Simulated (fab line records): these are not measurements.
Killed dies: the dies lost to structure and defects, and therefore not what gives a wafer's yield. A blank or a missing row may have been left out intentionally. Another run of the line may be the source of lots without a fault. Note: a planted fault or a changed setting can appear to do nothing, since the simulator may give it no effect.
The tool behind it: which one? || flow nand_harc || route of 1159 steps, sampled at 1 step: 12 lots, 36 wafers

== WHAT THE GAUGES SHOWED, per wafer ==
NHARC_A_BONDPAD_CD_MEAS_09: target cd 500 nm.
{"lot": "L077", "measured": "day 18 17:32", "on": "cd_sem-03", "cd_nm (nm)": "497.7 498.8 499.5"}
{"lot": "L076", "measured": "day 18 22:51", "on": "cd_sem-03", "cd_nm (nm)": "499.7 499.6 500.8"}
{"lot": "L079", "measured": "day 19 12:40", "on": "cd_sem-01", "cd_nm (nm)": "499.3 497.4 498.6"}
{"lot": "L082", "measured": "day 19 19:05", "on": "cd_sem-02", "cd_nm (nm)": "497.1 499.5 498.2"}
{"lot": "L084", "measured": "day 20 05:55", "on": "cd_sem-01", "cd_nm (nm)": "500.4 500.8 499.6"}
{"lot": "L086", "measured": "day 20 20:45", "on": "cd_sem-01", "cd_nm (nm)": "502.7 501.0 502.1"}
{"lot": "L088", "measured": "day 21 03:11", "on": "cd_sem-02", "cd_nm (nm)": "498.9 499.3 499.2"}
{"lot": "L089", "measured": "day 21 21:33", "on": "cd_sem-01", "cd_nm (nm)": "500.3 500.9 500.6"}
{"lot": "L090", "measured": "day 22 05:40", "on": "cd_sem-03", "cd_nm (nm)": "502.1 501.5 501.9"}
{"lot": "L092", "measured": "day 22 13:52", "on": "cd_sem-02", "cd_nm (nm)": "502.8 501.5 499.9"}
{"lot": "L093", "measured": "day 23 01:30", "on": "cd_sem-01", "cd_nm (nm)": "499.1 497.5 497.1"}
{"lot": "L097", "measured": "day 24 13:18", "on": "cd_sem-02", "cd_nm (nm)": "501.6 502.6 500.8"}

== EACH LOT AND THE TOOL THAT RAN IT (in order: tool; ch and the chambers of the sampled wafers; start) ==
There is no process step in the record ahead of these readings.

== THE ANSWER, worked out from the rows above alone ==
Rule: what is usual is taken from the lots themselves. The widest of any qualifying gaps counts: lots, ordered by their means at a reading, are off when they make up no more than a third of the lots, leave a main group of 4 or more, and stand apart from it by 3 or more times the standard deviation of that group's means. If all means in a main group match to the digits the tables above print for the reading, that group is not used. A lot without any number at a reading at which 4 lots or more have one is off too. Where the step has rows for the other lots, those lots are counted as sound.
Across all readings shown, no lot is off: no conclusion can be drawn from this.

== WHAT WAS PUT IN BY THE SIMULATOR ==
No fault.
